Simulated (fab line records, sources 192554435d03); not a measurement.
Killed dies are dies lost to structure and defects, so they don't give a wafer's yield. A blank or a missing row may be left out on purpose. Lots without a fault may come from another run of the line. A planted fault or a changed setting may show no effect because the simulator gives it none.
Which tool did it? | flow n5_finfet | 22 lots, 66 wafers sampled, at 6 steps of a route of 1938

WHAT THE GAUGES READ, wafer by wafer
N5_MOL_CONTACT_COAG_THK_MEAS_53.
lot  | measured     | on            | VIA_MOL_THK (nm)
L074 | day 5 10:06  | film_metro-02 | 44.3 44.2 44.9
L075 | day 5 15:51  | film_metro-01 | 43.0 43.8 44.1
L076 | day 5 16:40  | film_metro-01 | 43.4 43.4 44.3
L077 | day 5 22:34  | film_metro-01 | 43.5 44.6 44.2
L078 | day 6 05:46  | film_metro-02 | 44.0 44.8 44.3
L080 | day 6 18:59  | film_metro-02 | 44.1 44.1 45.5
L081 | day 7 00:20  | film_metro-02 | 43.1 44.4 43.7
L082 | day 7 04:57  | film_metro-02 | 43.7 44.2 43.9
L083 | day 7 13:12  | film_metro-01 | 43.4 44.3 44.2
L084 | day 7 16:05  | film_metro-02 | 43.9 44.0 43.8
L085 | day 7 22:52  | film_metro-01 | 43.1 43.5 44.4
L086 | day 8 08:21  | film_metro-01 | 43.8 43.7 44.4
L088 | day 8 17:21  | film_metro-01 | 42.4 42.5 43.8
L089 | day 9 09:24  | film_metro-01 | 43.2 43.0 44.1
L090 | day 9 10:46  | film_metro-01 | 43.1 43.2 43.5
L091 | day 10 04:07 | film_metro-01 | 43.5 44.2 44.4
L092 | day 10 04:58 | film_metro-01 | 43.6 43.9 44.6
L093 | day 10 09:25 | film_metro-02 | 43.8 44.2 45.0
L094 | day 10 16:19 | film_metro-02 | 45.2 44.8 44.9
L095 | day 10 20:06 | film_metro-01 | 45.1 45.2 44.7
L096 | day 11 03:43 | film_metro-01 | 43.4 43.6 44.4
L097 | day 11 04:50 | film_metro-01 | 42.6 43.4 43.9

N5_BEOL_M0_SAQP_INSPECT_42: inspects for defects (brightfield).
lot  | measured     | on                | raw_defect_count
L074 | day 5 20:19  | defect_inspect-01 | 198 158 153
L075 | day 6 01:34  | defect_inspect-01 | 333 340 305
L076 | day 6 04:34  | defect_inspect-01 | 295 269 214
L077 | day 6 07:31  | defect_inspect-02 | 137 192 239
L078 | day 6 17:29  | defect_inspect-01 | 302 256 197
L080 | day 7 05:47  | defect_inspect-02 | 318 333 259
L081 | day 7 10:01  | defect_inspect-02 | 253 249 225
L082 | day 7 15:06  | defect_inspect-02 | 163 256 214
L083 | day 7 21:38  | defect_inspect-01 | 355 282 281
L084 | day 8 02:05  | defect_inspect-02 | 210 179 238
L085 | day 8 12:09  | defect_inspect-01 | 202 310 259
L086 | day 8 18:13  | defect_inspect-01 | 169 245 273
L088 | day 9 05:02  | defect_inspect-01 | 246 233 180
L089 | day 9 17:53  | defect_inspect-02 | 258 304 277
L090 | day 10 00:33 | defect_inspect-02 | 268 266 308
L091 | day 10 13:16 | defect_inspect-02 | 325 289 277
L092 | day 10 18:11 | defect_inspect-01 | 328 270 221
L093 | day 10 22:19 | defect_inspect-01 | 205 347 196
L094 | day 11 01:15 | defect_inspect-01 | 314 212 212
L095 | day 11 04:18 | defect_inspect-02 | 210 285 371
L096 | day 11 12:36 | defect_inspect-01 | 277 245 274
L097 | day 11 16:44 | defect_inspect-02 | 365 302 238

WHICH TOOL RAN EACH LOT (tool, then ch and the chambers of the sampled wafers, then the start)
lot  | N5_MOL_CONTACT_COAG_ETCH_47        | N5_MOL_CONTACT_COAG_ETCH_66        | N5_MOL_CONTACT_COAG_ETCHBACK_136   | N5_MOL_CONTACT_COAG_ETCH_124
L074 | rie_diel-01 ch 0,2,3, day 5 07:29  | rie_diel-01 ch 0,1, day 5 08:13    | rie_diel-04 ch 0,1,2, day 5 08:38  | rie_diel-04 ch 0,1,2, day 5 08:42
L075 | rie_diel-04 ch 0,2, day 5 13:29    | rie_diel-04 ch 0,2, day 5 14:20    | rie_diel-01 ch 0,2, day 5 14:43    | rie_diel-01 ch 0,2, day 5 14:47
L076 | rie_diel-05 ch 0,1,2, day 5 14:21  | rie_diel-01 ch 0,1,2, day 5 15:05  | rie_diel-05 ch 0,1,2, day 5 15:32  | rie_diel-05 ch 0,1,2, day 5 15:35
L077 | rie_diel-04 ch 0,1, day 5 20:08    | rie_diel-01 ch 0,1,3, day 5 20:52  | rie_diel-04 ch 0,1,2, day 5 21:26  | rie_diel-04 ch 0,1,2, day 5 21:29
L078 | rie_diel-05 ch 1,2,3, day 6 03:06  | rie_diel-05 ch 1,2,3, day 6 03:50  | rie_diel-05 ch 0,3, day 6 04:13    | rie_diel-05 ch 0,3, day 6 04:17
L080 | rie_diel-01 ch 0,1,2, day 6 16:38  | rie_diel-04 ch 0,2,3, day 6 17:29  | rie_diel-01 ch 0,2,3, day 6 17:52  | rie_diel-01 ch 0,2,3, day 6 17:55
L081 | rie_diel-04 ch 2,3, day 6 21:28    | rie_diel-04 ch 1,2,3, day 6 22:47  | rie_diel-01 ch 0,3, day 6 23:11    | rie_diel-01 ch 0,3, day 6 23:15
L082 | rie_diel-04 ch 0,2,3, day 7 02:05  | rie_diel-01 ch 0,3, day 7 03:25    | rie_diel-04 ch 0,1,2, day 7 03:48  | rie_diel-04 ch 0,1,2, day 7 03:52
L083 | rie_diel-04 ch 2,3, day 7 10:08    | rie_diel-05 ch 0,1, day 7 11:04    | rie_diel-01 ch 0,1,3, day 7 12:04  | rie_diel-01 ch 0,1,3, day 7 12:08
L084 | rie_diel-04 ch 0,1,3, day 7 13:41  | rie_diel-04 ch 0,1,3, day 7 14:28  | rie_diel-04 ch 0,1, day 7 14:58    | rie_diel-04 ch 0,1, day 7 15:01
L085 | rie_diel-01 ch 0,1,3, day 7 20:16  | rie_diel-05 ch 0,1,2, day 7 20:59  | rie_diel-04 ch 1,3, day 7 21:43    | rie_diel-04 ch 1,3, day 7 21:47
L086 | rie_diel-05 ch 0,1,2, day 8 05:43  | rie_diel-04 ch 1,3, day 8 06:50    | rie_diel-01 ch 1,2,3, day 8 07:13  | rie_diel-01 ch 1,2,3, day 8 07:17
L088 | rie_diel-01 ch 0,1,2, day 8 14:14  | rie_diel-05 ch 0,1,2, day 8 15:11  | rie_diel-04 ch 2,3, day 8 15:46    | rie_diel-04 ch 2,3, day 8 15:51
L089 | rie_diel-01 ch 0,3, day 8 21:51    | rie_diel-05 ch 0,2, day 9 07:17    | rie_diel-04 ch 0,3, day 9 07:41    | rie_diel-04 ch 0,3, day 9 07:46
L090 | rie_diel-04 ch 0,2, day 9 04:40    | rie_diel-01 ch 1,2, day 9 08:26    | rie_diel-04 ch 0,2,3, day 9 09:38  | rie_diel-04 ch 0,2,3, day 9 09:42
L091 | rie_diel-01 ch 0,1,3, day 10 01:50 | rie_diel-04 ch 2,3, day 10 02:34   | rie_diel-05 ch 1,3, day 10 02:58   | rie_diel-05 ch 1,3, day 10 03:02
L092 | rie_diel-01 ch 1,3, day 10 02:16   | rie_diel-05 ch 1,3, day 10 03:25   | rie_diel-01 ch 1,3, day 10 03:50   | rie_diel-01 ch 1,3, day 10 03:54
L093 | rie_diel-01 ch 0,1,3, day 10 07:10 | rie_diel-01 ch 0,3, day 10 07:53   | rie_diel-01 ch 0,1,3, day 10 08:16 | rie_diel-01 ch 0,1,3, day 10 08:20
L094 | rie_diel-01 ch 1,2,3, day 10 13:56 | rie_diel-05 ch 1,2,3, day 10 14:47 | rie_diel-04 ch 1,2,3, day 10 15:11 | rie_diel-04 ch 1,2,3, day 10 15:16
L095 | rie_diel-05 ch 1,2,3, day 10 17:20 | rie_diel-04 ch 0,1,3, day 10 18:11 | rie_diel-04 ch 0,1, day 10 18:58   | rie_diel-04 ch 0,1, day 10 19:02
L096 | rie_diel-04 ch 2,3, day 11 00:49   | rie_diel-05 ch 0,2, day 11 01:59   | rie_diel-05 ch 1,2,3, day 11 02:30 | rie_diel-05 ch 1,2,3, day 11 02:34
L097 | rie_diel-04 ch 0,1,2, day 11 01:25 | rie_diel-05 ch 1,2,3, day 11 03:07 | rie_diel-04 ch 1,2,3, day 11 03:42 | rie_diel-04 ch 1,2,3, day 11 03:46
- N5_MOL_CONTACT_COAG_ETCH_47: etches SiNx in CH3F/O2, stops on W, target depth 27 nm.
- N5_MOL_CONTACT_COAG_ETCH_66: etches SiARC in CF4, target depth 13 nm, time 21.7 s.
- N5_MOL_CONTACT_COAG_ETCHBACK_136: etches SiO2 in CHF3, target depth 25 nm, time 16.7 s.
- N5_MOL_CONTACT_COAG_ETCH_124: etches SiNx in CH3F/O2, stops on SiOC, target depth 6.5 nm.

WHAT THE TOOLS THEMSELVES READ (means of the sampled wafers that have a number; where no wafer has one, the mark that the record gives instead)
N5_MOL_CONTACT_COAG_ETCH_47.
lot  | tool        | drypump_motor_current_A (A) | etch_rf_on_time_s (s) | oes_product_au (a.u.) | rf_vpp_V (V) | showerhead_plenum_p_Torr (Torr) | throttle_valve_pct (%)
L074 | rie_diel-01 | 5.6                         | 30.9                  | 0.72                  | 299          | 2.01                            | 16.37
L075 | rie_diel-04 | 5.8                         | 31.9                  | 0.64                  | 298          | 2.03                            | 16.58
L076 | rie_diel-05 | 6.1                         | 31.3                  | 0.71                  | 297          | 2.07                            | 16.39
L077 | rie_diel-04 | 6.2                         | 31.6                  | 0.61                  | 297          | 2.00                            | 16.53
L078 | rie_diel-05 | 6.2                         | 31.0                  | 0.71                  | 296          | 2.01                            | 16.44
L080 | rie_diel-01 | 5.7                         | 30.8                  | 0.71                  | 299          | 2.01                            | 16.36
L081 | rie_diel-04 | 5.5                         | 30.9                  | 0.79                  | 297          | 2.03                            | 16.32
L082 | rie_diel-04 | 5.8                         | 31.5                  | 0.70                  | 299          | 2.03                            | 16.45
L083 | rie_diel-04 | 5.5                         | 31.5                  | 0.71                  | 297          | 2.02                            | 16.49
L084 | rie_diel-04 | 6.0                         | 31.1                  | 0.68                  | 300          | 2.02                            | 16.43
L085 | rie_diel-01 | 5.8                         | 30.8                  | 0.72                  | 297          | 1.99                            | 16.46
L086 | rie_diel-05 | 6.1                         | 31.1                  | 0.70                  | 296          | 2.07                            | 16.43
L088 | rie_diel-01 | 5.7                         | 31.1                  | 0.69                  | 300          | 2.01                            | 16.40
L089 | rie_diel-01 | 5.6                         | 30.8                  | 0.71                  | 295          | 1.99                            | 16.51
L090 | rie_diel-04 | 5.8                         | 31.1                  | 0.71                  | 298          | 2.01                            | 16.48
L091 | rie_diel-01 | 5.8                         | 31.2                  | 0.69                  | 296          | 1.98                            | 16.50
L092 | rie_diel-01 | 5.5                         | 31.2                  | 0.67                  | 295          | 1.99                            | 16.60
L093 | rie_diel-01 | 5.8                         | 31.1                  | 0.70                  | 296          | 1.98                            | 16.50
L094 | rie_diel-01 | 5.2                         | 30.9                  | 0.74                  | 298          | 2.01                            | 16.38
L095 | rie_diel-05 | 6.2                         | 31.0                  | 0.68                  | 296          | 2.00                            | 16.50
L096 | rie_diel-04 | 5.5                         | 31.3                  | 0.73                  | 298          | 2.02                            | 16.39
L097 | rie_diel-04 | 6.0                         | 31.3                  | 0.76                  | 299          | 2.00                            | 16.30

N5_MOL_CONTACT_COAG_ETCH_66.
lot  | tool        | drypump_motor_current_A (A) | etch_rf_on_time_s (s) | oes_product_au (a.u.) | rf_vpp_V (V) | showerhead_plenum_p_Torr (Torr) | throttle_valve_pct (%)
L074 | rie_diel-01 | 5.9                         | 21.49                 | 0.71                  | 184.3        | 2.13                            | 15.63
L075 | rie_diel-04 | 6.0                         | 22.16                 | 0.60                  | 184.3        | 2.18                            | 15.81
L076 | rie_diel-01 | 5.7                         | 21.72                 | 0.68                  | 184.2        | 2.15                            | 15.60
L077 | rie_diel-01 | 5.8                         | 21.52                 | 0.71                  | 184.4        | 2.13                            | 15.67
L078 | rie_diel-05 | 6.2                         | 21.58                 | 0.67                  | 184.9        | 2.15                            | 15.69
L080 | rie_diel-04 | 5.7                         | 22.12                 | 0.67                  | 183.8        | 2.18                            | 15.70
L081 | rie_diel-04 | 5.7                         | 21.47                 | 0.68                  | 184.7        | 2.15                            | 15.72
L082 | rie_diel-01 | 6.1                         | 21.62                 | 0.72                  | 184.5        | 2.12                            | 15.58
L083 | rie_diel-05 | 6.0                         | 22.04                 | 0.69                  | 185.1        | 2.22                            | 15.59
L084 | rie_diel-04 | 6.0                         | 21.71                 | 0.65                  | 184.3        | 2.16                            | 15.70
L085 | rie_diel-05 | 6.1                         | 21.98                 | 0.67                  | 184.8        | 2.21                            | 15.68
L086 | rie_diel-04 | 5.7                         | 21.57                 | 0.72                  | 184.2        | 2.17                            | 15.60
L088 | rie_diel-05 | 6.1                         | 21.81                 | 0.66                  | 184.3        | 2.20                            | 15.69
L089 | rie_diel-05 | 5.9                         | 21.88                 | 0.64                  | 185.1        | 2.22                            | 15.84
L090 | rie_diel-01 | 5.2                         | 21.68                 | 0.61                  | 184.3        | 2.17                            | 15.71
L091 | rie_diel-04 | 5.5                         | 21.87                 | 0.70                  | 184.3        | 2.17                            | 15.64
L092 | rie_diel-05 | 6.4                         | 21.67                 | 0.66                  | 184.6        | 2.12                            | 15.60
L093 | rie_diel-01 | 6.1                         | 21.87                 | 0.69                  | 183.1        | 2.11                            | 15.64
L094 | rie_diel-05 | 6.2                         | 21.62                 | 0.65                  | 183.5        | 2.14                            | 15.75
L095 | rie_diel-04 | 6.0                         | 21.59                 | 0.77                  | 184.4        | 2.16                            | 15.39
L096 | rie_diel-05 | 5.9                         | 21.78                 | 0.63                  | 185.6        | 2.22                            | 15.87
L097 | rie_diel-05 | 6.2                         | 21.71                 | 0.64                  | 183.7        | 2.14                            | 15.75

N5_MOL_CONTACT_COAG_ETCHBACK_136.
lot  | tool        | drypump_motor_current_A (A) | oes_product_au (a.u.) | rf_vpp_V (V) | showerhead_plenum_p_Torr (Torr) | throttle_valve_pct (%)
L074 | rie_diel-04 | 6.0                         | 0.70                  | 526          | 2.40                            | 18.92
L075 | rie_diel-01 | 6.0                         | 0.84                  | 531          | 2.38                            | 18.64
L076 | rie_diel-05 | 6.1                         | 0.79                  | 524          | 2.46                            | 18.78
L077 | rie_diel-04 | 6.0                         | 0.69                  | 526          | 2.39                            | 18.93
L078 | rie_diel-05 | 5.8                         | 0.83                  | 526          | 2.45                            | 18.83
L080 | rie_diel-01 | 5.6                         | 0.79                  | 528          | 2.39                            | 18.77
L081 | rie_diel-01 | 5.6                         | 0.82                  | 520          | 2.37                            | 18.87
L082 | rie_diel-04 | 6.0                         | 0.69                  | 526          | 2.39                            | 18.96
L083 | rie_diel-01 | 5.8                         | 0.81                  | 521          | 2.37                            | 18.85
L084 | rie_diel-04 | 6.2                         | 0.68                  | 528          | 2.37                            | 18.92
L085 | rie_diel-04 | 6.0                         | 0.75                  | 527          | 2.37                            | 18.83
L086 | rie_diel-01 | 5.2                         | 0.74                  | 525          | 2.40                            | 18.87
L088 | rie_diel-04 | 5.5                         | 0.78                  | 523          | 2.40                            | 18.91
L089 | rie_diel-04 | 6.0                         | 0.93                  | 530          | 2.43                            | 18.51
L090 | rie_diel-04 | 5.8                         | 0.84                  | 527          | 2.41                            | 18.72
L091 | rie_diel-05 | 6.4                         | 0.78                  | 520          | 2.36                            | 18.72
L092 | rie_diel-01 | 5.5                         | 0.75                  | 519          | 2.37                            | 18.96
L093 | rie_diel-01 | 5.8                         | 0.77                  | 521          | 2.36                            | 18.89
L094 | rie_diel-04 | 5.7                         | 0.84                  | 526          | 2.38                            | 18.74
L095 | rie_diel-04 | 6.2                         | 0.92                  | 530          | 2.40                            | 18.50
L096 | rie_diel-05 | 6.2                         | 0.76                  | 522          | 2.38                            | 18.87
L097 | rie_diel-04 | 5.7                         | 0.83                  | 524          | 2.38                            | 18.75

N5_MOL_CONTACT_COAG_ETCH_124.
lot  | tool        | drypump_motor_current_A (A) | oes_product_au (a.u.) | rf_vpp_V (V) | showerhead_plenum_p_Torr (Torr) | throttle_valve_pct (%)
L074 | rie_diel-04 | 6.0                         | 0.60                  | 298          | 2.01                            | 16.52
L075 | rie_diel-01 | 6.0                         | 0.72                  | 301          | 2.00                            | 16.22
L076 | rie_diel-05 | 6.1                         | 0.68                  | 298          | 2.07                            | 16.37
L077 | rie_diel-04 | 6.0                         | 0.60                  | 298          | 2.01                            | 16.53
L078 | rie_diel-05 | 5.8                         | 0.71                  | 299          | 2.06                            | 16.39
L080 | rie_diel-01 | 5.5                         | 0.67                  | 299          | 2.01                            | 16.36
L081 | rie_diel-01 | 5.6                         | 0.69                  | 295          | 1.99                            | 16.44
L082 | rie_diel-04 | 6.0                         | 0.60                  | 299          | 2.01                            | 16.56
L083 | rie_diel-01 | 5.8                         | 0.69                  | 296          | 1.99                            | 16.43
L084 | rie_diel-04 | 6.2                         | 0.58                  | 300          | 1.99                            | 16.53
L085 | rie_diel-04 | 6.0                         | 0.66                  | 299          | 1.99                            | 16.42
L086 | rie_diel-01 | 5.3                         | 0.63                  | 296          | 2.02                            | 16.48
L088 | rie_diel-04 | 5.5                         | 0.67                  | 297          | 2.02                            | 16.48
L089 | rie_diel-04 | 6.0                         | 0.79                  | 300          | 2.05                            | 16.09
L090 | rie_diel-04 | 5.8                         | 0.73                  | 299          | 2.03                            | 16.30
L091 | rie_diel-05 | 6.4                         | 0.67                  | 294          | 1.98                            | 16.32
L092 | rie_diel-01 | 5.5                         | 0.64                  | 295          | 1.99                            | 16.56
L093 | rie_diel-01 | 5.8                         | 0.67                  | 296          | 1.98                            | 16.48
L094 | rie_diel-04 | 5.7                         | 0.72                  | 299          | 2.00                            | 16.31
L095 | rie_diel-04 | 6.2                         | 0.78                  | 301          | 2.02                            | 16.07
L096 | rie_diel-05 | 6.2                         | 0.65                  | 296          | 2.00                            | 16.47
L097 | rie_diel-04 | 5.8                         | 0.71                  | 297          | 2.00                            | 16.32

THE ANSWER, worked out from the rows above alone
Rule: what is usual is taken from the lots themselves. Put in order of their means at a reading, lots are off if they are a third of the lots or fewer, leave a main group of 4 or more, and stand apart from it by a gap of 3 or more times the standard deviation of the main group's means; of several such gaps the widest counts. A main group whose means are all the same, to the digits that the tables above print for the reading, isn't used. A lot without any number at a reading at which 4 lots or more have one is off too. The other lots that the step has rows for count as sound. The gauges are gone through in route order, then the tools' own readings, and for those a lot's mean is taken as printed above. The first step at which some lot is off is used, and at that step the reading that is off furthest; a lot without a number counts as furthest.
No lot is off at any reading shown: from this, nothing can be told.

WHAT THE SIMULATOR HAD PUT IN
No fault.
